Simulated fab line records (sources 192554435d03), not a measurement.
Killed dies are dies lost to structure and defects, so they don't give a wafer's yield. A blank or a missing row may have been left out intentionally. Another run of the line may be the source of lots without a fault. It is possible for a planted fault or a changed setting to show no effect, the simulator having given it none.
Matching of chambers | flow n5Finfet | rieDiel-05 running N5_BEOL_M2_VIA_ETCH_34: 4 sister chambers
The step etches the open film in C4F6/O2, target depth 69.4 nm, time 65.9 s. 4 wafers are shown with their chamber, then 9 later ones without.

EACH WAFER AND ITS CHAMBER
wafer  | chamber | drypumpMotorCurrentA (A)
L082.1 | 3       | 5.7
L089.2 | 0       | 6.5
L089.3 | 2       | 5.9
L089.4 | 1       | 5.1

WAFERS WITHOUT THEIR CHAMBER
wafer  | drypumpMotorCurrentA (A)
L093.1 | 5.7
L093.4 | 6.5
L093.5 | 5.7
L094.1 | 5.1
L094.2 | 6.4
L094.4 | 6.4
L096.3 | 6.0
L096.4 | 5.1
L096.5 | 6.0

CHAMBER TAKEN BY EACH
wafer  | from the rows above | in truth
L093.1 | 3                   | 3
L093.4 | 0                   | 0
L093.5 | 3                   | 3
L094.1 | 1                   | 1
L094.2 | 0                   | 0
L094.4 | 0                   | 0
L096.3 | 2                   | 2
L096.4 | 1                   | 1
L096.5 | 2                   | 2
Correctly placed: 9 of 9. Not placeable from these rows: 0. Wrongly placed: 0.
How it was worked out, from the rows above alone: a wafer's distance from a chamber is the root of the sum, over the readings, of the square of ((its reading less the chamber's mean) divided by the reading's scatter). If the next closest chamber is less than 2 further off than the closest, the wafer can't be placed; otherwise it belongs to the closest. Each chamber's mean is taken over the wafers shown for it. The scatter (one wafer shown for each chamber): square how far every hidden wafer sits from the nearest shown wafer, average those squares and take the square root.
